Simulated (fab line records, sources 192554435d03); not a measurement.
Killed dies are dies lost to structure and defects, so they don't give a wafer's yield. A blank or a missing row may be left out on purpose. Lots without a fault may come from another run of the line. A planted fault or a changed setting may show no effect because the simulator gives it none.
Split-lot experiment | flow n5_finfet | 7 lots, 21 wafers read, on a route of 1938 steps

THE SPLIT
At N5_BEOL_M11_ETCH_66 (etches SOC in N2/H2, target depth 120 nm, overetch 24 nm, time 180 s), the setting time_s was moved away from the recipe's 180 s on 9 of the 21 wafers read, by -21.7% to +14.1%. The other wafers ran this setting at the recipe's value.

The reading is taken at the split's own step.

THE READING
SiARC_of_BEOL_M11_COAT_64.thk_nm (the simulator's own value, which no gauge read), in nm, at N5_BEOL_M11_ETCH_66 (etches SOC in N2/H2, target depth 120 nm, overetch 24 nm, time 180 s). The file gives no usual value for it. The 12 wafers here that ran the recipe average 22.7 nm, standard deviation 0.26 nm.

wafer  | tool, chamber at the split | time_s as run, s | against the recipe | SiARC_of_BEOL_M11_COAT_64.thk_nm, nm | against lot-mates on the recipe
L077.1 | rie_diel-02, 0,1           | 180              | recipe             | 23                                   | -
L077.4 | rie_diel-02, 0,1           | 180              | recipe             | 23                                   | -
L077.2 | rie_diel-02, 3             | 197.8            | +9.9%              | 22.2                                 | -0.8
L079.2 | rie_diel-02, 0             | 180              | recipe             | 23                                   | -
L079.3 | rie_diel-02, 1             | 168.9            | -6.2%              | 23.6                                 | +0.6
L079.4 | rie_diel-02, 2             | 168.9            | -6.2%              | 23                                   | +0.0
L078.2 | rie_diel-01, 1             | 205.4            | +14.1%             | 21.6                                 | -1.0
L078.3 | rie_diel-01, 2             | 205.4            | +14.1%             | 21.4                                 | -1.2
L078.6 | rie_diel-01, 3             | 180              | recipe             | 22.6                                 | -
L087.1 | rie_diel-01, 3             | 180              | recipe             | 22.4                                 | -
L087.2 | rie_diel-01, 1             | 180              | recipe             | 22.8                                 | -
L087.6 | rie_diel-01, 1             | 180              | recipe             | 22.6                                 | -
L090.1 | rie_diel-01, 3             | 180              | recipe             | 22.8                                 | -
L090.5 | rie_diel-01, 0             | 154.3            | -14.3%             | 23.6                                 | +0.8
L090.6 | rie_diel-01, 3             | 154.3            | -14.3%             | 23.8                                 | +1.0
L092.1 | rie_diel-06, 0             | 141              | -21.7%             | 23.8                                 | +1.6
L092.5 | rie_diel-06, 0             | 180              | recipe             | 22.2                                 | -
L092.6 | rie_diel-06, 1             | 141              | -21.7%             | 24                                   | +1.8
L095.3 | rie_diel-02, 3             | 180              | recipe             | 22.8                                 | -
L095.4 | rie_diel-02, 2             | 180              | recipe             | 22.4                                 | -
L095.5 | rie_diel-02, 0             | 180              | recipe             | 23                                   | -
Where a row lists several chambers, the file gives one row for several wafers and doesn't say which wafer went through which chamber.

THE FIT
A straight line over all 21 wafers: SiARC_of_BEOL_M11_COAT_64.thk_nm changes by -0.0662 nm for each +1% of time_s; r = -0.92; the points scatter about the line by 0.27 nm.
The same after taking each lot's own level away (the mean of its wafers on the recipe; 21 wafers): -0.0748 nm for each +1%; r = -0.97; scatter 0.18 nm.
On that fit, the largest move of time_s shifts the reading by 1.6 nm.
The lots' own levels span 22.20 to 23.00 nm, that is 3.0 times the standard deviation above.
So the lot-to-lot level changes the slope: the two fits differ.
Check: with one of the wafers moved furthest among these (-21.7%) left out of the fit, the line predicts +1.59 nm for it against its lot-mates. It came out at +1.6 nm against them.

OTHER SPLITS ON THESE WAFERS
These wafers also went through other splits before the reading. Each is held against what the fit with the lots' levels taken away leaves over:
other split on the same wafers | wafers away from the commonest value | r with SiARC_of_BEOL_M11_COAT_64.thk_nm (lot level and that fit taken away)
N5_BEOL_M11_DESCUM_16 time_s   | 4                                    | +0.00
N5_BEOL_M11_ETCH_62 time_s     | 10                                   | +0.34

THE FILE'S OWN FIT
SiARC_of_BEOL_M11_COAT_64.thk_nm changes by -0.0744 nm for each +1% of time_s, r = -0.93.
